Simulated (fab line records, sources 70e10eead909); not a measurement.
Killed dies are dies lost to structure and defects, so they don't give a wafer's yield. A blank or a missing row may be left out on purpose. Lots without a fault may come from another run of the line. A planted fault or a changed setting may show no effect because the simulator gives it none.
fab line records | flow nand_harc
record lots=12 wafers=36 last_day=24
route steps=1159 shown P_M0@282 P_M1@293 END@1159
lots that met no fault: from a run of the same line without faults
start_h: hours from the record's first day to the start of the lot's first wafer shown | wait_h: hours since the lot's step before | " the same as in the row above | L1.1+2: a row that stands for several wafers | - no value, or no start given | * or withheld: withheld | < > ~ a bound
route shown NAME@n: a module of which the file shows steps, and the number in the route of the first | usual: mean/standard deviation of fault-free wafers | same: alike in all rows | chamber/n: place in a boat | sites: the reading at each site | _std_site: their standard deviation | _edge_site: outer sites' mean less inner sites' | radius_mm: how far each site lies from the wafer's centre | mask NAME#n: copy n | behind: the tool/chamber that last shaped the wafer | hold: why the lot was held/for how many hours/how that ended | device: the transistor (n, p or np) that didn't switch | end of line: the same wafers' tests at the end of the route | a step without rows: its recipe alone | killed: dies lost to structure and defects at the first sort, not the wafer's yield | map: a wafer's dies, x killed, . not, _ none there
set.NAME: the setting as run; set.NAME@STEP: as run at that earlier step | model.NAME: the simulator's own value behind a step, which no gauge read
steps of the route over a sample of lots; a table a step, a row a wafer
services: from which hour (start_h, from the record's first day; less than 0 if before it) a tool's chamber was out of use, for how many hours, and why
## steps
# step NHARC_P_M0_INSPECT_27
# usual raw_defect_count=310/110
# columns lot.wafer tool chamber start_h wait_h raw_defect_count
L159.1 defect_inspect-02 - 128.21 0.0 576
L159.2 " - " " 451
L159.3 " - " " 280
L162.1 defect_inspect-02 - 141.68 0.0 451
L162.4 " - " " 233
L162.6 " - " " 180
L160.2 defect_inspect-02 - 142.23 0.0 541
L160.3 " - " " 414
L160.6 " - " " 528
L163.3 defect_inspect-01 - 152.13 0.0 394
L163.4 " - " " 236
L163.6 " - " " 327
L169.2 defect_inspect-01 - 179.44 0.0 420
L169.3 " - " " 401
L169.6 " - " " 205
L167.4 defect_inspect-02 - 180.06 0.0 278
L167.5 " - " " 387
L167.6 " - " " 513
L173.1 defect_inspect-02 - 202.80 0.0 255
L173.3 " - " " 141
L173.4 " - " " 200
L172.1 defect_inspect-02 - 203.20 0.0 190
L172.2 " - " " 475
L172.4 " - " " 205
L174.4 defect_inspect-02 - 222.53 0.0 180
L174.5 " - " " 209
L174.6 " - " " 368
L176.4 defect_inspect-01 - 228.92 0.0 181
L176.5 " - " " 249
L176.6 " - " " 210
L179.3 defect_inspect-01 - 253.42 0.0 210
L179.4 " - " " 250
L179.6 " - " " 284
L181.1 defect_inspect-01 - 253.47 0.0 296
L181.4 " - " " 325
L181.5 " - " " 343
# step NHARC_P_M1_PEB_07
# recipe peb_temp_c=100 peb_time_s=65
# usual heater_power_total_W=156.5/0.41 plate_temp_C=100.00/0.12
# same peb_time_s=65
# columns lot.wafer tool chamber start_h wait_h heater_power_total_W plate_temp_C
L159.1 litho_track-04 0 129.52 0.1 156.7 100.00
L159.2 " 0 " " 156.8 99.95
L159.3 " 0 " " 157.2 100.22
L162.1 litho_track-06 0 143.02 0.1 157.1 100.04
L162.4 " 0 " " 155.9 100.15
L162.6 " 0 " " 156.2 100.11
L160.2 litho_track-01 0 143.63 0.1 157.1 100.15
L160.3 " 0 " " 157.1 99.88
L160.6 " 0 " " 157.0 99.88
L163.3 litho_track-04 0 153.45 0.0 156.6 99.98
L163.4 " 0 " " 156.8 100.11
L163.6 " 0 " " 155.9 100.05
L169.2 litho_track-04 0 180.76 0.1 172.1 106.98
L169.3 " 0 " " 172.0 106.99
L169.6 " 0 " " 171.2 107.19
L167.4 litho_track-04 0 181.38 0.0 172.0 107.04
L167.5 " 0 " " 171.1 106.98
L167.6 " 0 " " 172.0 106.96
L173.1 litho_track-06 0 204.37 0.1 156.6 100.13
L173.3 " 0 " " 157.2 100.13
L173.4 " 0 " " 156.5 100.34
L172.1 litho_track-06 0 204.69 0.1 155.9 99.93
L172.2 " 0 " " 156.2 99.76
L172.4 " 0 " " 157.2 100.02
L174.4 litho_track-01 0 223.84 0.0 157.2 99.86
L174.5 " 0 " " 156.7 99.73
L174.6 " 0 " " 156.8 99.88
L176.4 litho_track-06 0 230.11 0.0 157.2 100.11
L176.5 " 0 " " 156.0 99.99
L176.6 " 0 " " 156.1 100.04
L179.3 litho_track-01 0 254.60 0.0 157.2 100.07
L179.4 " 0 " " 156.3 100.13
L179.6 " 0 " " 157.1 100.01
L181.1 litho_track-06 0 254.81 0.1 157.1 99.98
L181.4 " 0 " " 156.8 99.73
L181.5 " 0 " " 156.8 99.87
# step NHARC_P_M1_CD_MEAS_09
# recipe target_cd_nm=130 landing_energy_ev=500
# usual cd_nm=130.0/0.76
# columns lot.wafer tool chamber start_h wait_h cd_nm
L159.1 cd_sem-03 0 129.60 - 130.6
L159.2 " 0 " " 128.4
L159.3 " 0 " " 130.4
L162.1 cd_sem-03 0 143.10 - 129.5
L162.4 " 0 " " 129.4
L162.6 " 0 " " 130.3
L160.2 cd_sem-01 0 143.71 - 129.8
L160.3 " 0 " " 129.8
L160.6 " 0 " " 129.6
L163.3 cd_sem-01 0 153.53 - 130.6
L163.4 " 0 " " 130.1
L163.6 " 0 " " 131.0
L169.2 cd_sem-02 0 180.84 - 150.8
L169.3 " 0 " " 151.8
L169.6 " 0 " " 152.3
L167.4 cd_sem-03 0 181.47 - 150.6
L167.5 " 0 " " 150.3
L167.6 " 0 " " 151.7
L173.1 cd_sem-03 0 204.44 - 131.0
L173.3 " 0 " " 129.5
L173.4 " 0 " " 129.9
L172.1 cd_sem-03 0 204.77 - 129.7
L172.2 " 0 " " 130.6
L172.4 " 0 " " 130.1
L174.4 cd_sem-01 0 223.92 - 129.2
L174.5 " 0 " " 131.2
L174.6 " 0 " " 129.9
L176.4 cd_sem-01 0 230.20 - 129.3
L176.5 " 0 " " 129.8
L176.6 " 0 " " 130.6
L179.3 cd_sem-03 0 254.69 - 128.8
L179.4 " 0 " " 130.1
L179.6 " 0 " " 131.0
L181.1 cd_sem-03 0 254.89 - 130.4
L181.4 " 0 " " 130.0
L181.5 " 0 " " 129.6
# step NHARC_P_M1_OVL_MEAS_10
# recipe pitch_nm=260
# usual overlay_x_nm=-0.1/0.85 overlay_y_nm=0.0/0.91
# columns lot.wafer tool chamber start_h wait_h overlay_x_nm overlay_y_nm
L159.1 overlay-01 - 129.69 - 1.2 0.8
L159.2 " - " " 0.8 1.1
L159.3 " - " " 0.7 0.9
L162.1 overlay-01 - 143.18 - 0.1 0.8
L162.4 " - " " 0.1 1.3
L162.6 " - " " 0.1 1.5
L160.2 overlay-01 - 143.80 - -0.7 0.7
L160.3 " - " " -1.1 0.6
L160.6 " - " " -0.7 0.1
L163.3 overlay-01 - 153.61 - -0.1 0.0
L163.4 " - " " -0.3 -0.9
L163.6 " - " " 0.3 0.2
L169.2 overlay-02 - 180.93 - 1.3 1.8
L169.3 " - " " 1.1 1.5
L169.6 " - " " 0.4 0.9
L167.4 overlay-01 - 181.55 - -0.4 -0.6
L167.5 " - " " -0.8 -0.9
L167.6 " - " " -1.1 -0.5
L173.1 overlay-02 - 204.53 - 1.2 -0.4
L173.3 " - " " 0.5 -0.3
L173.4 " - " " 0.4 -0.3
L172.1 overlay-02 - 204.86 - -1.1 -0.8
L172.2 " - " " -0.5 -0.8
L172.4 " - " " -1.0 -1.0
L174.4 overlay-01 - 224.00 - 0.3 0.5
L174.5 " - " " 0.1 0.1
L174.6 " - " " 0.4 0.2
L176.4 overlay-02 - 230.28 - 0.6 -2.3
L176.5 " - " " 0.2 -2.1
L176.6 " - " " 0.0 -2.1
L179.3 overlay-02 - 254.77 - -0.4 -1.0
L179.4 " - " " 0.1 -1.4
L179.6 " - " " -0.1 -1.0
L181.1 overlay-01 - 254.98 - -0.9 -0.5
L181.4 " - " " -0.5 -0.5
L181.5 " - " " -1.6 -0.8
# step NHARC_P_M1_INSPECT_11
# usual raw_defect_count=3.8/2.3
# columns lot.wafer tool chamber start_h wait_h raw_defect_count
L159.1 defect_inspect-02 - 129.73 0.0 2
L159.2 " - " " 8
L159.3 " - " " 5
L162.1 defect_inspect-02 - 143.22 0.0 4
L162.4 " - " " 2
L162.6 " - " " 3
L160.2 defect_inspect-01 - 143.83 0.0 4
L160.3 " - " " 2
L160.6 " - " " 4
L163.3 defect_inspect-02 - 153.67 0.1 0
L163.4 " - " " 1
L163.6 " - " " 2
L169.2 defect_inspect-02 - 180.96 0.0 4
L169.3 " - " " 6
L169.6 " - " " 3
L167.4 defect_inspect-02 - 181.58 0.0 4
L167.5 " - " " 5
L167.6 " - " " 4
L173.1 defect_inspect-02 - 204.57 0.0 8
L173.3 " - " " 4
L173.4 " - " " 4
L172.1 defect_inspect-01 - 204.89 0.0 4
L172.2 " - " " 2
L172.4 " - " " 2
L174.4 defect_inspect-02 - 224.04 0.0 4
L174.5 " - " " 10
L174.6 " - " " 2
L176.4 defect_inspect-01 - 230.32 0.0 7
L176.5 " - " " 4
L176.6 " - " " 4
L179.3 defect_inspect-02 - 254.81 0.0 5
L179.4 " - " " 2
L179.6 " - " " 6
L181.1 defect_inspect-02 - 255.02 0.0 4
L181.4 " - " " 8
L181.5 " - " " 1
# step NHARC_END_SORT_01
# recipe temp_c=25
# usual defect_limited_yield=95.3/1.6 killed_at_array=28/11 killed_at_other=0.5/0.87 killed_at_periphery=2.9/2.2 killed_dies=32/11 killed_open=3.2/1.9 killed_short=1.8/1.4 sort_bin_2_pct=1.5/0.62 sort_bin_3_pct=0.22/0.18 sort_bin_4_pct=3.0/1.1 sort_n_pass=645/11 sort_rim_yield_pct=96.1/2.4 sort_yield_pct=95.3/1.6
# same gross_dies=677 sort_bin_5_pct[%]=0 sort_bin_6_pct[%]=0 sort_bin_7_pct[%]=0 sort_bin_8_pct[%]=0 sort_rim_n_gross=106.00
# columns lot.wafer tool chamber start_h wait_h defect_limited_yield[%] killed_at_array killed_at_other killed_at_periphery killed_dies killed_open killed_short sort_bin_2_pct[%] sort_bin_3_pct[%] sort_bin_4_pct[%] sort_n_pass sort_rim_yield_pct[%] sort_yield_pct[%]
L159.1 prober-01 0 447.44 2.5 95.0 29 2 3 34 4 5 1.3 0.15 3.5 643 93.4 95.0
L159.2 prober-01 0 448.24 2.8 97.0 17 0 3 20 1 1 1.3 0.15 1.5 657 98.1 97.0
L159.3 prober-01 0 449.05 3.1 96.0 22 0 5 27 4 3 1.3 0.15 2.5 650 92.5 96.0
L160.2 prober-02 0 448.24 2.8 95.1 27 1 5 33 4 1 2.2 0.30 2.4 644 95.3 95.1
L160.3 prober-02 0 449.05 3.1 96.6 21 1 1 23 3 1 0.6 0 2.8 654 98.1 96.6
L160.6 prober-02 0 451.46 4.0 96.8 19 0 3 22 4 3 1.6 0 1.6 655 99.1 96.8
L162.1 prober-02 0 456.23 2.5 97.9 11 1 2 14 2 2 0.3 0.15 1.6 663 97.2 97.9
L162.4 prober-02 0 458.63 3.4 97.6 11 2 3 16 0 2 0.7 0 1.6 661 95.3 97.6
L162.6 prober-02 0 460.23 4.0 97.5 13 0 4 17 4 0 0.7 0 1.8 660 96.2 97.5
L163.3 prober-01 0 485.09 3.1 96.6 20 0 3 23 3 3 0.6 0.30 2.5 654 95.3 96.6
L163.4 prober-01 0 485.90 3.4 96.9 21 0 0 21 3 2 0.6 0 2.5 656 100.0 96.9
L163.6 prober-01 0 487.52 4.1 95.3 27 0 5 32 7 4 1.6 0.44 2.7 645 95.3 95.3
L169.2 prober-02 0 492.15 2.8 92.9 43 0 5 48 5 4 1.6 0.44 5.0 629 94.3 92.9
L169.3 prober-02 0 492.95 3.1 94.4 32 0 6 38 7 3 1.9 0.59 3.1 639 97.2 94.4
L169.6 prober-02 0 495.33 4.0 93.4 41 0 4 45 9 3 2.8 0 3.8 632 95.3 93.4
L167.4 prober-01 0 510.89 3.4 94.7 27 0 9 36 4 0 1.2 0.44 3.7 641 90.6 94.7
L167.5 prober-01 0 511.67 3.6 95.4 20 0 11 31 6 0 1.2 0.30 3.1 646 96.2 95.4
L167.6 prober-01 0 512.46 3.9 96.8 20 0 2 22 2 1 0.7 0 2.5 655 98.1 96.8
L172.1 prober-02 0 516.10 2.4 97.3 16 0 2 18 4 0 0.7 0 1.9 659 98.1 97.3
L172.2 prober-02 0 516.90 2.8 98.2 10 0 2 12 2 2 0.6 0.15 1.0 665 98.1 98.2
L172.4 prober-02 0 518.51 3.4 97.0 15 0 5 20 7 3 0.6 0 2.4 657 96.2 97.0
L173.1 prober-01 0 516.31 2.6 91.6 54 1 2 57 5 1 3.0 0.59 4.9 620 92.5 91.6
L173.3 prober-01 0 517.92 3.1 91.6 52 2 3 57 2 2 2.5 0.59 5.3 620 94.3 91.6
L173.4 prober-01 0 518.72 3.4 91.6 54 0 3 57 4 3 3.0 0.30 5.2 620 94.3 91.6
L176.4 prober-01 0 545.37 3.4 96.9 15 1 5 21 4 2 0.9 0.15 2.1 656 97.2 96.9
L176.5 prober-01 0 546.18 3.7 96.3 22 0 3 25 0 2 1.0 0.15 2.5 652 97.2 96.3
L176.6 prober-01 0 546.98 4.0 97.6 12 2 2 16 0 1 0.7 0 1.6 661 98.1 97.6
L174.4 prober-02 0 545.45 3.5 93.4 41 1 3 45 2 5 2.4 0.44 3.8 632 96.2 93.4
L174.5 prober-02 0 546.26 3.8 92.8 39 2 8 49 4 2 2.8 0.30 4.1 628 96.2 92.8
L174.6 prober-02 0 547.08 4.1 93.9 36 1 4 41 3 0 2.1 0.15 3.8 636 99.1 93.9
L179.3 prober-01 0 571.12 3.1 96.0 23 0 4 27 8 0 0.9 0.15 3.0 650 98.1 96.0
L179.4 prober-01 0 571.91 3.4 96.9 18 1 2 21 4 0 0.9 0.15 2.1 656 95.3 96.9
L179.6 prober-01 0 573.49 3.9 95.7 24 2 3 29 5 0 0.9 0.15 3.2 648 97.2 95.7
L181.1 prober-01 0 584.44 2.5 93.6 41 0 2 43 2 1 1.6 0.30 4.4 634 97.2 93.6
L181.4 prober-01 0 586.91 3.5 95.3 29 0 3 32 0 4 1.2 0.59 3.0 645 91.5 95.3
L181.5 prober-01 0 587.74 3.8 93.5 40 1 3 44 4 2 2.5 0.44 3.5 633 90.6 93.5
# killed by level:class
L159.1 A_SLIT:chamber_film_flake=7 A_WL_FILL:chamber_film_flake=5 A_CHANNEL_HOLE_D1:chamber_film_flake=4 A_CONTACT:chamber_film_flake=4 A_ONON_D1:geometric_particle:short=2 A_ZERO_WELL:chamber_film_flake=2 P_CONTACT:geometric_particle:open=1 P_M1:geometric_particle:open=1
L160.2 A_SLIT:chamber_film_flake=14 A_CHANNEL_HOLE_D1:chamber_film_flake=4 A_CONTACT:chamber_film_flake=4 P_CONTACT:geometric_particle:open=2 P_GATE:chamber_film_flake=2 A_STAIRCASE:chamber_film_flake=2 A_SGD_CUT:geometric_particle:short=1 A_CONTACT:geometric_particle:open=1
L159.2 A_SLIT:chamber_film_flake=7 P_ZERO_WELL:chamber_film_flake=3 A_CONTACT:chamber_film_flake=3 A_WL_FILL:chamber_film_flake=2 A_SGD_CUT:geometric_particle:short=1 A_BLC:geometric_particle:open=1 A_CHANNEL_HOLE_D1:chamber_film_flake=1 A_CHANNEL_FILL_D1:chamber_film_flake=1
L160.3 A_SLIT:chamber_film_flake=9 A_CHANNEL_HOLE_D1:chamber_film_flake=4 A_CONTACT:chamber_film_flake=2 A_SOURCE_PLATE:geometric_particle:open=1 A_CHANNEL_FILL_D1:geometric_particle:open=1 A_WL_FILL:geometric_particle:short=1 A_CONTACT:geometric_particle:open=1 P_ZERO_WELL:chamber_film_flake=1
L159.3 A_SLIT:chamber_film_flake=7 A_CONTACT:chamber_film_flake=3 A_ZERO_WELL:chamber_film_flake=2 A_STAIRCASE:chamber_film_flake=2 A_SGD_CUT:chamber_film_flake=2 P_GATE:geometric_particle:short=1 P_GATE:geometric_particle:open=1 P_CONTACT:geometric_particle:open=1
L160.6 A_SLIT:chamber_film_flake=9 A_CONTACT:geometric_particle:open=2 A_CHANNEL_HOLE_D1:chamber_film_flake=2 A_CONTACT:chamber_film_flake=2 P_GATE:geometric_particle:short=1 P_CONTACT:geometric_particle:open=1 A_CHANNEL_HOLE_D1:geometric_particle:open=1 A_SGD_CUT:geometric_particle:short=1
L162.1 A_CONTACT:chamber_film_flake=5 A_CHANNEL_HOLE_D1:chamber_film_flake=2 A_ONON_D1:geometric_particle:short=1 A_WL_FILL:geometric_particle:short=1 A_CONTACT:geometric_particle:open=1 A_M0:geometric_particle:open=1 P_M1:chamber_film_flake=1 P_M2:chamber_film_flake=1
L162.4 A_CONTACT:chamber_film_flake=4 P_BONDPAD:chamber_film_flake=2 A_ZERO_WELL:chamber_film_flake=2 A_CHANNEL_HOLE_D1:chamber_film_flake=2 A_SGD_CUT:geometric_particle:short=1 A_CONTACT:geometric_particle:short=1 P_M2:chamber_film_flake=1 A_SLIT:chamber_film_flake=1
L162.6 A_CONTACT:chamber_film_flake=5 A_CHANNEL_HOLE_D1:chamber_film_flake=3 P_GATE:geometric_particle:open=1 P_M0:geometric_particle:open=1 A_ONON_D1:geometric_particle:open=1 A_M1:geometric_particle:open=1 P_ZERO_WELL:chamber_film_flake=1 P_M2:chamber_film_flake=1
L163.3 A_SLIT:chamber_film_flake=8 A_CHANNEL_HOLE_D1:chamber_film_flake=2 A_STAIRCASE:chamber_film_flake=2 A_BLC:chamber_film_flake=2 P_CONTACT:geometric_particle:open=1 P_CONTACT:geometric_particle:short=1 A_ONON_D1:geometric_particle:short=1 A_SGD_CUT:geometric_particle:open=1
L163.4 A_SLIT:chamber_film_flake=9 A_CHANNEL_HOLE_D1:chamber_film_flake=2 A_STAIRCASE:chamber_film_flake=2 A_STAIRCASE:geometric_particle:open=1 A_SGD_CUT:geometric_particle:open=1 A_SGD_CUT:geometric_particle:short=1 A_WL_FILL:geometric_particle:short=1 A_BLC:geometric_particle:open=1
L163.6 A_SLIT:chamber_film_flake=16 P_CONTACT:geometric_particle:open=3 A_CHANNEL_HOLE_D1:chamber_film_flake=2 A_BLC:chamber_film_flake=2 P_M0:geometric_particle:open=1 P_M2:geometric_particle:open=1 A_ONON_D1:geometric_particle:short=1 A_STAIRCASE:geometric_particle:short=1
L169.2 A_CHANNEL_HOLE_D1:chamber_film_flake=18 A_SLIT:chamber_film_flake=16 A_CHANNEL_FILL_D1:geometric_particle:short=2 A_STAIRCASE:chamber_film_flake=2 P_STI:geometric_particle:open=1 P_M0:geometric_particle:short=1 P_M0:geometric_particle:open=1 A_ONON_D1:geometric_particle:short=1
L169.3 A_CHANNEL_HOLE_D1:chamber_film_flake=19 A_CONTACT:chamber_film_flake=3 A_SLIT:chamber_film_flake=2 A_STAIRCASE:chamber_film_flake=2 P_STI:geometric_particle:open=1 P_STI:geometric_particle:short=1 P_GATE:geometric_particle:open=1 P_CONTACT:geometric_particle:open=1
L169.6 A_CHANNEL_HOLE_D1:chamber_film_flake=17 A_SLIT:chamber_film_flake=12 A_CONTACT:chamber_film_flake=4 P_GATE:geometric_particle:open=2 A_ONON_D1:geometric_particle:open=2 A_CHANNEL_FILL_D1:geometric_particle:short=2 P_STI:geometric_particle:open=1 P_CONTACT:geometric_particle:open=1
L167.4 A_SLIT:chamber_film_flake=12 A_STAIRCASE:chamber_film_flake=8 P_M2:chamber_film_flake=7 A_CHANNEL_FILL_D1:geometric_particle:open=2 A_CHANNEL_HOLE_D1:chamber_film_flake=2 A_CONTACT:chamber_film_flake=2 P_M0:geometric_particle:open=1 A_CONTACT:geometric_particle:open=1
L167.5 A_SLIT:chamber_film_flake=8 A_CHANNEL_HOLE_D1:chamber_film_flake=6 P_M2:chamber_film_flake=4 P_M0:geometric_particle:open=3 P_STI:chamber_film_flake=2 P_CONTACT:geometric_particle:open=1 A_CHANNEL_FILL_D1:geometric_particle:open=1 A_CONTACT:geometric_particle:open=1
L167.6 A_SLIT:chamber_film_flake=8 A_STAIRCASE:chamber_film_flake=5 A_ONON_D1:geometric_particle:short=1 A_CONTACT:geometric_particle:open=1 A_M0:geometric_particle:open=1 P_STI:chamber_film_flake=1 P_M2:chamber_film_flake=1 A_ZERO_WELL:chamber_film_flake=1
L172.1 A_CHANNEL_HOLE_D1:chamber_film_flake=5 A_CONTACT:chamber_film_flake=5 P_GATE:chamber_film_flake=2 A_STAIRCASE:chamber_film_flake=2 A_SGD_CUT:geometric_particle:open=1 A_WL_FILL:geometric_particle:open=1 A_CONTACT:geometric_particle:open=1 A_M0:geometric_particle:open=1
L173.1 A_CHANNEL_HOLE_D1:chamber_film_flake=23 A_SLIT:chamber_film_flake=14 A_STAIRCASE:chamber_film_flake=9 A_ONON_D1:geometric_particle:open=2 A_STAIRCASE:geometric_particle:open=1 A_WL_FILL:geometric_particle:open=1 A_BLC:geometric_particle:open=1 STARTING-WAFER:geometric_particle:short=1
L172.2 A_CONTACT:chamber_film_flake=5 A_CHANNEL_HOLE_D1:chamber_film_flake=2 P_M0:geometric_particle:open=1 P_M1:geometric_particle:short=1 A_SGD_CUT:geometric_particle:short=1 A_WL_FILL:geometric_particle:open=1 A_STAIRCASE:chamber_film_flake=1
L173.3 A_CHANNEL_HOLE_D1:chamber_film_flake=22 A_SLIT:chamber_film_flake=21 A_STAIRCASE:chamber_film_flake=5 P_STI:chamber_film_flake=2 A_ONON_D1:geometric_particle:short=1 A_CHANNEL_FILL_D1:geometric_particle:short=1 A_CONTACT:geometric_particle:open=1 STARTING-WAFER:geometric_particle:open=1
L172.4 A_CHANNEL_HOLE_D1:chamber_film_flake=6 A_CONTACT:geometric_particle:open=3 A_STAIRCASE:chamber_film_flake=3 P_CONTACT:geometric_particle:short=1 P_CONTACT:geometric_particle:open=1 P_M0:geometric_particle:open=1 P_M1:geometric_particle:open=1 A_ONON_D1:geometric_particle:short=1
L173.4 A_CHANNEL_HOLE_D1:chamber_film_flake=18 A_SLIT:chamber_film_flake=14 A_STAIRCASE:chamber_film_flake=12 A_M0:chamber_film_flake=3 A_ONON_D1:geometric_particle:open=2 P_GATE:geometric_particle:open=1 A_ONON_D1:geometric_particle:short=1 A_CHANNEL_FILL_D1:geometric_particle:short=1
L176.4 A_CHANNEL_HOLE_D1:chamber_film_flake=9 P_GATE:chamber_film_flake=2 A_ZERO_WELL:chamber_film_flake=2 P_CONTACT:geometric_particle:short=1 P_CONTACT:geometric_particle:open=1 P_M0:geometric_particle:open=1 A_WL_FILL:geometric_particle:short=1 A_CONTACT:geometric_particle:open=1
L174.4 A_CHANNEL_HOLE_D1:chamber_film_flake=17 A_SLIT:chamber_film_flake=11 A_STAIRCASE:chamber_film_flake=6 P_GATE:chamber_film_flake=3 A_WL_FILL:geometric_particle:short=2 A_CHANNEL_FILL_D1:geometric_particle:short=1 A_BLC:geometric_particle:open=1 A_BLC:geometric_particle:short=1
L176.5 A_CHANNEL_HOLE_D1:chamber_film_flake=15 A_CONTACT:chamber_film_flake=3 P_CONTACT:geometric_particle:short=1 A_BLC:geometric_particle:short=1 P_STI:chamber_film_flake=1 P_GATE:chamber_film_flake=1 A_CHANNEL_FILL_D1:chamber_film_flake=1 A_STAIRCASE:chamber_film_flake=1
L174.5 A_SLIT:chamber_film_flake=14 A_CHANNEL_HOLE_D1:chamber_film_flake=11 A_STAIRCASE:chamber_film_flake=7 P_GATE:chamber_film_flake=4 P_STI:chamber_film_flake=3 A_CONTACT:chamber_film_flake=3 P_CONTACT:geometric_particle:open=1 A_SOURCE_PLATE:geometric_particle:open=1
L176.6 A_CHANNEL_HOLE_D1:chamber_film_flake=6 A_CHANNEL_FILL_D1:chamber_film_flake=2 A_CONTACT:chamber_film_flake=2 THIN_TSV:chamber_film_flake=2 P_GATE:geometric_particle:short=1 P_GATE:chamber_film_flake=1 A_ZERO_WELL:chamber_film_flake=1 A_SLIT:chamber_film_flake=1
L174.6 A_CHANNEL_HOLE_D1:chamber_film_flake=16 A_SLIT:chamber_film_flake=14 A_STAIRCASE:chamber_film_flake=4 P_GATE:chamber_film_flake=2 P_GATE:geometric_particle:open=1 P_M2:geometric_particle:open=1 A_BLC:geometric_particle:open=1 A_CONTACT:chamber_film_flake=1
L179.3 A_CHANNEL_HOLE_D1:chamber_film_flake=8 A_CONTACT:chamber_film_flake=4 A_CONTACT:geometric_particle:open=3 P_M0:geometric_particle:open=2 A_STAIRCASE:chamber_film_flake=2 A_CHANNEL_FILL_D1:geometric_particle:open=1 A_WL_FILL:geometric_particle:open=1 A_M0:geometric_particle:open=1
L179.4 A_CHANNEL_HOLE_D1:chamber_film_flake=9 A_CONTACT:chamber_film_flake=4 A_STAIRCASE:chamber_film_flake=2 P_GATE:geometric_particle:open=1 A_CHANNEL_FILL_D1:geometric_particle:open=1 A_SGD_CUT:geometric_particle:open=1 A_M0:geometric_particle:open=1 P_GATE:chamber_film_flake=1
L179.6 A_CONTACT:chamber_film_flake=11 A_STAIRCASE:chamber_film_flake=4 A_CHANNEL_HOLE_D1:chamber_film_flake=3 A_CONTACT:geometric_particle:open=2 A_WL_FILL:chamber_film_flake=2 P_CONTACT:geometric_particle:open=1 A_M0:geometric_particle:open=1 THIN_TSV:geometric_particle:open=1
L181.1 A_SLIT:chamber_film_flake=18 A_CHANNEL_HOLE_D1:chamber_film_flake=9 A_CONTACT:chamber_film_flake=6 A_SGD_CUT:chamber_film_flake=3 A_WL_FILL:chamber_film_flake=2 A_ONON_D1:geometric_particle:short=1 A_WL_FILL:geometric_particle:open=1 A_BLC:geometric_particle:open=1
L181.4 A_SLIT:chamber_film_flake=13 A_CHANNEL_HOLE_D1:chamber_film_flake=4 A_CONTACT:chamber_film_flake=4 P_GATE:chamber_film_flake=2 A_SGD_CUT:chamber_film_flake=2 A_WL_FILL:chamber_film_flake=2 P_GATE:geometric_particle:short=1 A_ONON_D1:geometric_particle:short=1
L181.5 A_SLIT:chamber_film_flake=19 A_CHANNEL_HOLE_D1:chamber_film_flake=8 A_CONTACT:chamber_film_flake=5 A_SGD_CUT:chamber_film_flake=2 A_WL_FILL:chamber_film_flake=2 P_M0:geometric_particle:open=1 P_M0:geometric_particle:short=1 A_ONON_D1:geometric_particle:open=1
## services
# columns tool chamber start_h hours kind
litho_track-06 - 117.00 7.0 pm
litho_track-04 - 141.00 7.0 pm
litho_track-06 - 167.31 - consumable_replace:filter
## key
first_sign step=NHARC_P_M1_PEB_07 reading=plate_temp_C direction=up sigmas=56 usual=* struck=*
effect step=NHARC_P_M1_PEB_07 reading=heater_power_total_W direction=up sigmas=37 usual=* struck=*
effect step=NHARC_P_M1_CD_MEAS_09 reading=cd_nm direction=up sigmas=28 usual=130.0 struck=151.2
met_at NHARC_P_M1_PEB_07
struck_lots L167,L169
not_acting_at NHARC_P_M0_INSPECT_27,NHARC_P_M1_OVL_MEAS_10,NHARC_P_M1_INSPECT_11
onset_between 153.45 180.76
fault kind=process_parameter_drift tool=litho_track-04 chamber=- onset_h=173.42 steps=NHARC_P_M1_PEB_07 channel=peb_temp_c offset=* shape=step acts_in=* stated=*
